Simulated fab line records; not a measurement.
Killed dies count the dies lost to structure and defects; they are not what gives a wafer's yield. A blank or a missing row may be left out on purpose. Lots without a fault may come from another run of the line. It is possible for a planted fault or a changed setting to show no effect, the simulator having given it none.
fab line records || flow nand_harc
record: {"lots": 6, "wafers": 18, "last_day": 24}
route steps=1159 shown A_ONON_D1@424
lots that met no fault: taken from a fault-free run of the same line
start_h: hours from the record's first day to the start of the lot's first wafer shown || wait_h: how many hours have passed since the lot's step before this one || " as in the row above || L1.1+2: one row covering several wafers at once || - either no value or no given start || * or withheld: withheld || < > ~ a bound
route shown NAME@n: NAME is a module with steps in the file, n the number in the route of the first one || usual: mean/standard deviation taken from wafers without a fault || same: alike in all rows || chamber/n: place in a boat || sites: each site's reading || _std_site: their standard deviation || _edge_site: inner sites' mean taken away from outer sites' mean || radius_mm: for every site, how far away it sits from the centre of the wafer || mask NAME#n: copy n || behind: the last tool/chamber to shape the wafer || hold: reason for holding the lot/hours on hold/outcome of the hold || device: the n, p or np transistor that did not switch || end of line: tests run on the same wafers once the route is complete || where a step has no rows: the recipe by itself || killed: dies lost to structure and defects at the first sort, not the wafer's yield || map: a wafer's dies, marking killed ones x, the rest . and places with no die _
set.NAME: the setting the step ran with; set.NAME@STEP: the setting that earlier step ran with || model.NAME: the simulator's own value behind a step, which no gauge read
lots seen at some steps along the route; tables by step, rows by wafer
services: from which hour (start_h, from the record's first day; less than 0 if before it) a tool's chamber was out of use, for how many hours, and why
== steps ==
step: NHARC_A_ONON_D1_DEP_00
recipe: {"target_thk_a": 10000, "n2_flow_sccm": 2750, "n2o_flow_sccm": 2000, "nh3_flow_sccm": 500, "sih4_flow_sccm": 210, "temp_c": 400}
step: NHARC_A_ONON_D1_THK_MEAS_02
recipe: {"thk_meas_gauge": "ellipsometry"}
usual: {"thk_nm": "1000/12"}
{"lot.wafer": "L514.2", "tool": "film_metro-01", "chamber": "-", "start_h": 171.01, "wait_h": "-", "thk_nm": 1001}
{"lot.wafer": "L514.4", "tool": "film_metro-01", "chamber": "-", "start_h": 171.01, "wait_h": "-", "thk_nm": 1003}
{"lot.wafer": "L514.6", "tool": "film_metro-01", "chamber": "-", "start_h": 171.01, "wait_h": "-", "thk_nm": 1002}
{"lot.wafer": "L513.3", "tool": "film_metro-02", "chamber": "-", "start_h": 171.01, "wait_h": "-", "thk_nm": 997}
{"lot.wafer": "L513.5", "tool": "film_metro-02", "chamber": "-", "start_h": 171.01, "wait_h": "-", "thk_nm": 996}
{"lot.wafer": "L513.6", "tool": "film_metro-02", "chamber": "-", "start_h": 171.01, "wait_h": "-", "thk_nm": 995}
{"lot.wafer": "L522.1", "tool": "film_metro-01", "chamber": "-", "start_h": 205.49, "wait_h": "-", "thk_nm": 992}
{"lot.wafer": "L522.3", "tool": "film_metro-01", "chamber": "-", "start_h": 205.49, "wait_h": "-", "thk_nm": 993}
{"lot.wafer": "L522.5", "tool": "film_metro-01", "chamber": "-", "start_h": 205.49, "wait_h": "-", "thk_nm": 994}
{"lot.wafer": "L523.1", "tool": "film_metro-02", "chamber": "-", "start_h": 235.48, "wait_h": "-", "thk_nm": 997}
{"lot.wafer": "L523.2", "tool": "film_metro-02", "chamber": "-", "start_h": 235.48, "wait_h": "-", "thk_nm": 997}
{"lot.wafer": "L523.3", "tool": "film_metro-02", "chamber": "-", "start_h": 235.48, "wait_h": "-", "thk_nm": 996}
{"lot.wafer": "L528.1", "tool": "film_metro-01", "chamber": "-", "start_h": 255.51, "wait_h": "-", "thk_nm": 1010}
{"lot.wafer": "L528.2", "tool": "film_metro-01", "chamber": "-", "start_h": 255.51, "wait_h": "-", "thk_nm": 1011}
{"lot.wafer": "L528.5", "tool": "film_metro-01", "chamber": "-", "start_h": 255.51, "wait_h": "-", "thk_nm": 1011}
{"lot.wafer": "L535.3", "tool": "film_metro-01", "chamber": "-", "start_h": 293.44, "wait_h": "-", "thk_nm": 994}
{"lot.wafer": "L535.5", "tool": "film_metro-01", "chamber": "-", "start_h": 293.44, "wait_h": "-", "thk_nm": 993}
{"lot.wafer": "L535.6", "tool": "film_metro-01", "chamber": "-", "start_h": 293.44, "wait_h": "-", "thk_nm": 993}
step: NHARC_A_ONON_D1_DEP_03
recipe: {"target_thk_a": 10000, "n2_flow_sccm": 2750, "n2o_flow_sccm": 2000, "nh3_flow_sccm": 500, "sih4_flow_sccm": 210, "temp_c": 400}
step: NHARC_A_ONON_D1_THK_MEAS_05
recipe: {"thk_meas_gauge": "ellipsometry"}
usual: {"thk_nm": "1003/9.9"}
{"lot.wafer": "L513.3", "tool": "film_metro-01", "chamber": "-", "start_h": 171.57, "wait_h": "-", "thk_nm": 980}
{"lot.wafer": "L513.5", "tool": "film_metro-01", "chamber": "-", "start_h": 171.57, "wait_h": "-", "thk_nm": 980}
{"lot.wafer": "L513.6", "tool": "film_metro-01", "chamber": "-", "start_h": 171.57, "wait_h": "-", "thk_nm": 979}
{"lot.wafer": "L514.2", "tool": "film_metro-02", "chamber": "-", "start_h": 171.57, "wait_h": "-", "thk_nm": 1000}
{"lot.wafer": "L514.4", "tool": "film_metro-02", "chamber": "-", "start_h": 171.57, "wait_h": "-", "thk_nm": 1001}
{"lot.wafer": "L514.6", "tool": "film_metro-02", "chamber": "-", "start_h": 171.57, "wait_h": "-", "thk_nm": 999}
{"lot.wafer": "L522.1", "tool": "film_metro-02", "chamber": "-", "start_h": 206.20, "wait_h": "-", "thk_nm": 1014}
{"lot.wafer": "L522.3", "tool": "film_metro-02", "chamber": "-", "start_h": 206.20, "wait_h": "-", "thk_nm": 1014}
{"lot.wafer": "L522.5", "tool": "film_metro-02", "chamber": "-", "start_h": 206.20, "wait_h": "-", "thk_nm": 1016}
{"lot.wafer": "L523.1", "tool": "film_metro-01", "chamber": "-", "start_h": 236.04, "wait_h": "-", "thk_nm": 997}
{"lot.wafer": "L523.2", "tool": "film_metro-01", "chamber": "-", "start_h": 236.04, "wait_h": "-", "thk_nm": 993}
{"lot.wafer": "L523.3", "tool": "film_metro-01", "chamber": "-", "start_h": 236.04, "wait_h": "-", "thk_nm": 995}
{"lot.wafer": "L528.1", "tool": "film_metro-02", "chamber": "-", "start_h": 256.09, "wait_h": "-", "thk_nm": 993}
{"lot.wafer": "L528.2", "tool": "film_metro-02", "chamber": "-", "start_h": 256.09, "wait_h": "-", "thk_nm": 989}
{"lot.wafer": "L528.5", "tool": "film_metro-02", "chamber": "-", "start_h": 256.09, "wait_h": "-", "thk_nm": 990}
{"lot.wafer": "L535.3", "tool": "film_metro-02", "chamber": "-", "start_h": 294.01, "wait_h": "-", "thk_nm": 1008}
{"lot.wafer": "L535.5", "tool": "film_metro-02", "chamber": "-", "start_h": 294.01, "wait_h": "-", "thk_nm": 1008}
{"lot.wafer": "L535.6", "tool": "film_metro-02", "chamber": "-", "start_h": 294.01, "wait_h": "-", "thk_nm": 1008}
step: NHARC_A_ONON_D1_DEP_06
recipe: {"target_thk_a": 10000, "n2_flow_sccm": 2750, "n2o_flow_sccm": 2000, "nh3_flow_sccm": 500, "sih4_flow_sccm": 210, "temp_c": 400}
step: NHARC_A_ONON_D1_THK_MEAS_08
recipe: {"thk_meas_gauge": "ellipsometry"}
usual: {"thk_nm": "1000/11"}
{"lot.wafer": "L514.2", "tool": "film_metro-02", "chamber": "-", "start_h": 172.14, "wait_h": "-", "thk_nm": 1002}
{"lot.wafer": "L514.4", "tool": "film_metro-02", "chamber": "-", "start_h": 172.14, "wait_h": "-", "thk_nm": 1005}
{"lot.wafer": "L514.6", "tool": "film_metro-02", "chamber": "-", "start_h": 172.14, "wait_h": "-", "thk_nm": 1004}
{"lot.wafer": "L513.3", "tool": "film_metro-01", "chamber": "-", "start_h": 172.14, "wait_h": "-", "thk_nm": 987}
{"lot.wafer": "L513.5", "tool": "film_metro-01", "chamber": "-", "start_h": 172.14, "wait_h": "-", "thk_nm": 986}
{"lot.wafer": "L513.6", "tool": "film_metro-01", "chamber": "-", "start_h": 172.14, "wait_h": "-", "thk_nm": 987}
{"lot.wafer": "L522.1", "tool": "film_metro-02", "chamber": "-", "start_h": 206.88, "wait_h": "-", "thk_nm": 1013}
{"lot.wafer": "L522.3", "tool": "film_metro-02", "chamber": "-", "start_h": 206.88, "wait_h": "-", "thk_nm": 1011}
{"lot.wafer": "L522.5", "tool": "film_metro-02", "chamber": "-", "start_h": 206.88, "wait_h": "-", "thk_nm": 1012}
{"lot.wafer": "L523.1", "tool": "film_metro-02", "chamber": "-", "start_h": 236.61, "wait_h": "-", "thk_nm": 988}
{"lot.wafer": "L523.2", "tool": "film_metro-02", "chamber": "-", "start_h": 236.61, "wait_h": "-", "thk_nm": 988}
{"lot.wafer": "L523.3", "tool": "film_metro-02", "chamber": "-", "start_h": 236.61, "wait_h": "-", "thk_nm": 988}
{"lot.wafer": "L528.1", "tool": "film_metro-01", "chamber": "-", "start_h": 256.66, "wait_h": "-", "thk_nm": 989}
{"lot.wafer": "L528.2", "tool": "film_metro-01", "chamber": "-", "start_h": 256.66, "wait_h": "-", "thk_nm": 986}
{"lot.wafer": "L528.5", "tool": "film_metro-01", "chamber": "-", "start_h": 256.66, "wait_h": "-", "thk_nm": 987}
{"lot.wafer": "L535.3", "tool": "film_metro-01", "chamber": "-", "start_h": 294.58, "wait_h": "-", "thk_nm": 1008}
{"lot.wafer": "L535.5", "tool": "film_metro-01", "chamber": "-", "start_h": 294.58, "wait_h": "-", "thk_nm": 1007}
{"lot.wafer": "L535.6", "tool": "film_metro-01", "chamber": "-", "start_h": 294.58, "wait_h": "-", "thk_nm": 1009}
step: NHARC_A_ONON_D1_DEP_09
recipe: {"target_thk_a": 10000, "n2_flow_sccm": 2750, "n2o_flow_sccm": 2000, "nh3_flow_sccm": 500, "sih4_flow_sccm": 210, "temp_c": 400}
step: NHARC_A_ONON_D1_THK_MEAS_11
recipe: {"thk_meas_gauge": "ellipsometry"}
usual: {"thk_nm": "1000/10"}
{"lot.wafer": "L513.3", "tool": "film_metro-02", "chamber": "-", "start_h": 172.71, "wait_h": "-", "thk_nm": 1016}
{"lot.wafer": "L513.5", "tool": "film_metro-02", "chamber": "-", "start_h": 172.71, "wait_h": "-", "thk_nm": 1015}
{"lot.wafer": "L513.6", "tool": "film_metro-02", "chamber": "-", "start_h": 172.71, "wait_h": "-", "thk_nm": 1016}
{"lot.wafer": "L514.2", "tool": "film_metro-01", "chamber": "-", "start_h": 172.71, "wait_h": "-", "thk_nm": 999}
{"lot.wafer": "L514.4", "tool": "film_metro-01", "chamber": "-", "start_h": 172.71, "wait_h": "-", "thk_nm": 998}
{"lot.wafer": "L514.6", "tool": "film_metro-01", "chamber": "-", "start_h": 172.71, "wait_h": "-", "thk_nm": 998}
{"lot.wafer": "L522.1", "tool": "film_metro-01", "chamber": "-", "start_h": 207.45, "wait_h": "-", "thk_nm": 1004}
{"lot.wafer": "L522.3", "tool": "film_metro-01", "chamber": "-", "start_h": 207.45, "wait_h": "-", "thk_nm": 1006}
{"lot.wafer": "L522.5", "tool": "film_metro-01", "chamber": "-", "start_h": 207.45, "wait_h": "-", "thk_nm": 1006}
{"lot.wafer": "L523.1", "tool": "film_metro-02", "chamber": "-", "start_h": 237.18, "wait_h": "-", "thk_nm": 988}
{"lot.wafer": "L523.2", "tool": "film_metro-02", "chamber": "-", "start_h": 237.18, "wait_h": "-", "thk_nm": 985}
{"lot.wafer": "L523.3", "tool": "film_metro-02", "chamber": "-", "start_h": 237.18, "wait_h": "-", "thk_nm": 985}
{"lot.wafer": "L528.1", "tool": "film_metro-02", "chamber": "-", "start_h": 257.22, "wait_h": "-", "thk_nm": 980}
{"lot.wafer": "L528.2", "tool": "film_metro-02", "chamber": "-", "start_h": 257.22, "wait_h": "-", "thk_nm": 979}
{"lot.wafer": "L528.5", "tool": "film_metro-02", "chamber": "-", "start_h": 257.22, "wait_h": "-", "thk_nm": 979}
{"lot.wafer": "L535.3", "tool": "film_metro-02", "chamber": "-", "start_h": 295.14, "wait_h": "-", "thk_nm": 1007}
{"lot.wafer": "L535.5", "tool": "film_metro-02", "chamber": "-", "start_h": 295.14, "wait_h": "-", "thk_nm": 1008}
{"lot.wafer": "L535.6", "tool": "film_metro-02", "chamber": "-", "start_h": 295.14, "wait_h": "-", "thk_nm": 1008}
step: NHARC_A_ONON_D1_DEP_12
recipe: {"target_thk_a": 10000, "n2_flow_sccm": 2750, "n2o_flow_sccm": 2000, "nh3_flow_sccm": 500, "sih4_flow_sccm": 210, "temp_c": 400}
step: NHARC_A_ONON_D1_THK_MEAS_14
recipe: {"thk_meas_gauge": "ellipsometry"}
usual: {"thk_nm": "998/8.3"}
{"lot.wafer": "L514.2", "tool": "film_metro-01", "chamber": "-", "start_h": 173.27, "wait_h": "-", "thk_nm": 992}
{"lot.wafer": "L514.4", "tool": "film_metro-01", "chamber": "-", "start_h": 173.27, "wait_h": "-", "thk_nm": 989}
{"lot.wafer": "L514.6", "tool": "film_metro-01", "chamber": "-", "start_h": 173.27, "wait_h": "-", "thk_nm": 989}
{"lot.wafer": "L513.3", "tool": "film_metro-01", "chamber": "-", "start_h": 173.30, "wait_h": "-", "thk_nm": 992}
{"lot.wafer": "L513.5", "tool": "film_metro-01", "chamber": "-", "start_h": 173.30, "wait_h": "-", "thk_nm": 991}
{"lot.wafer": "L513.6", "tool": "film_metro-01", "chamber": "-", "start_h": 173.30, "wait_h": "-", "thk_nm": 990}
{"lot.wafer": "L522.1", "tool": "film_metro-02", "chamber": "-", "start_h": 208.01, "wait_h": "-", "thk_nm": 1009}
{"lot.wafer": "L522.3", "tool": "film_metro-02", "chamber": "-", "start_h": 208.01, "wait_h": "-", "thk_nm": 1007}
{"lot.wafer": "L522.5", "tool": "film_metro-02", "chamber": "-", "start_h": 208.01, "wait_h": "-", "thk_nm": 1009}
{"lot.wafer": "L523.1", "tool": "film_metro-01", "chamber": "-", "start_h": 238.03, "wait_h": "-", "thk_nm": 986}
{"lot.wafer": "L523.2", "tool": "film_metro-01", "chamber": "-", "start_h": 238.03, "wait_h": "-", "thk_nm": 988}
{"lot.wafer": "L523.3", "tool": "film_metro-01", "chamber": "-", "start_h": 238.03, "wait_h": "-", "thk_nm": 986}
{"lot.wafer": "L528.1", "tool": "film_metro-02", "chamber": "-", "start_h": 257.79, "wait_h": "-", "thk_nm": 1003}
{"lot.wafer": "L528.2", "tool": "film_metro-02", "chamber": "-", "start_h": 257.79, "wait_h": "-", "thk_nm": 1001}
{"lot.wafer": "L528.5", "tool": "film_metro-02", "chamber": "-", "start_h": 257.79, "wait_h": "-", "thk_nm": 1003}
{"lot.wafer": "L535.3", "tool": "film_metro-01", "chamber": "-", "start_h": 295.71, "wait_h": "-", "thk_nm": 1014}
{"lot.wafer": "L535.5", "tool": "film_metro-01", "chamber": "-", "start_h": 295.71, "wait_h": "-", "thk_nm": 1014}
{"lot.wafer": "L535.6", "tool": "film_metro-01", "chamber": "-", "start_h": 295.71, "wait_h": "-", "thk_nm": 1015}
step: NHARC_A_ONON_D1_ANNEAL_15
recipe: {"temp_c": 750, "time_s": 3600}
step: NHARC_A_ONON_D1_DEP_16
recipe: {"target_thk_a": 10000, "n2_flow_sccm": 2750, "n2o_flow_sccm": 2000, "nh3_flow_sccm": 500, "sih4_flow_sccm": 210, "temp_c": 400}
{"lot.wafer": "L514.2+4+6", "tool": "pecvd_onon-04", "chamber": 0, "start_h": 179.96, "wait_h": 0.1}
{"lot.wafer": "L513.3+5+6", "tool": "pecvd_onon-03", "chamber": 0, "start_h": 180.10, "wait_h": 0.3}
{"lot.wafer": "L522.1+3+5", "tool": "pecvd_onon-03", "chamber": 0, "start_h": 217.64, "wait_h": 0.1}
{"lot.wafer": "L523.1+2+3", "tool": "pecvd_onon-03", "chamber": 0, "start_h": 245.46, "wait_h": 0.1}
{"lot.wafer": "L528.1+2+5", "tool": "pecvd_onon-04", "chamber": 0, "start_h": 265.06, "wait_h": 0.1}
{"lot.wafer": "L535.3+5+6", "tool": "pecvd_onon-02", "chamber": 0, "start_h": 306.31, "wait_h": 0.2}
step: NHARC_A_ONON_D1_THK_MEAS_18
recipe: {"thk_meas_gauge": "ellipsometry"}
usual: {"thk_nm": "1001/12"}
{"lot.wafer": "L514.2", "tool": "film_metro-01", "chamber": "-", "start_h": 180.42, "wait_h": "-", "thk_nm": 1006}
{"lot.wafer": "L514.4", "tool": "film_metro-01", "chamber": "-", "start_h": 180.42, "wait_h": "-", "thk_nm": 1008}
{"lot.wafer": "L514.6", "tool": "film_metro-01", "chamber": "-", "start_h": 180.42, "wait_h": "-", "thk_nm": 1006}
{"lot.wafer": "L513.3", "tool": "film_metro-01", "chamber": "-", "start_h": 180.50, "wait_h": "-", "thk_nm": 997}
{"lot.wafer": "L513.5", "tool": "film_metro-01", "chamber": "-", "start_h": 180.50, "wait_h": "-", "thk_nm": 997}
{"lot.wafer": "L513.6", "tool": "film_metro-01", "chamber": "-", "start_h": 180.50, "wait_h": "-", "thk_nm": 999}
{"lot.wafer": "L522.1", "tool": "film_metro-02", "chamber": "-", "start_h": 218.16, "wait_h": "-", "thk_nm": 828}
{"lot.wafer": "L522.3", "tool": "film_metro-02", "chamber": "-", "start_h": 218.16, "wait_h": "-", "thk_nm": 829}
{"lot.wafer": "L522.5", "tool": "film_metro-02", "chamber": "-", "start_h": 218.16, "wait_h": "-", "thk_nm": 828}
{"lot.wafer": "L523.1", "tool": "film_metro-01", "chamber": "-", "start_h": 245.98, "wait_h": "-", "thk_nm": 829}
{"lot.wafer": "L523.2", "tool": "film_metro-01", "chamber": "-", "start_h": 245.98, "wait_h": "-", "thk_nm": 831}
{"lot.wafer": "L523.3", "tool": "film_metro-01", "chamber": "-", "start_h": 245.98, "wait_h": "-", "thk_nm": 830}
{"lot.wafer": "L528.1", "tool": "film_metro-01", "chamber": "-", "start_h": 265.57, "wait_h": "-", "thk_nm": 1021}
{"lot.wafer": "L528.2", "tool": "film_metro-01", "chamber": "-", "start_h": 265.57, "wait_h": "-", "thk_nm": 1023}
{"lot.wafer": "L528.5", "tool": "film_metro-01", "chamber": "-", "start_h": 265.57, "wait_h": "-", "thk_nm": 1021}
{"lot.wafer": "L535.3", "tool": "film_metro-02", "chamber": "-", "start_h": 306.71, "wait_h": "-", "thk_nm": 987}
{"lot.wafer": "L535.5", "tool": "film_metro-02", "chamber": "-", "start_h": 306.71, "wait_h": "-", "thk_nm": 990}
{"lot.wafer": "L535.6", "tool": "film_metro-02", "chamber": "-", "start_h": 306.71, "wait_h": "-", "thk_nm": 988}
step: NHARC_A_ONON_D1_DEP_19
recipe: {"target_thk_a": 10000, "n2_flow_sccm": 2750, "n2o_flow_sccm": 2000, "nh3_flow_sccm": 500, "sih4_flow_sccm": 210, "temp_c": 400}
== services ==
{"tool": "pecvd_onon-03", "chamber": "-", "start_h": 234.90, "hours": 6.8, "kind": "repair"}
{"tool": "pecvd_onon-04", "chamber": "-", "start_h": 237.02, "hours": 13.0, "kind": "pm"}
{"tool": "pecvd_onon-02", "chamber": "-", "start_h": 292.00, "hours": 13.0, "kind": "pm"}
== key ==
first_sign: {"step": "NHARC_A_ONON_D1_THK_MEAS_18", "reading": "thk_nm", "direction": "down", "sigmas": 15, "usual": 1001, "struck": 829}
effect none on later readings
met_at NHARC_A_ONON_D1_DEP_16
struck_wafers L522.1,L522.3,L522.5,L523.1,L523.2,L523.3
tester_left_out L522,L523
onset_between 180.10 217.64
fault: {"kind": "site_profile_drift", "tool": "pecvd_onon-03", "chamber": "-", "onset_h": 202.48, "steps": "NHARC_A_ONON_D1_DEP_16", "basis": "fraction", "max_abs_drift": 0.36974, "slope_share_per_hr": 82.164, "site_pattern": "0,0,0,0,0,-1,-1,-1,-1"}
tester_left_out: of these lots the tester's yield and bins aren't shown, on N5 and GAA mostly nor the transistor test; their killed dies are dies lost to structure and defects alone, not to doping, threshold or leakage, so they don't give the yield
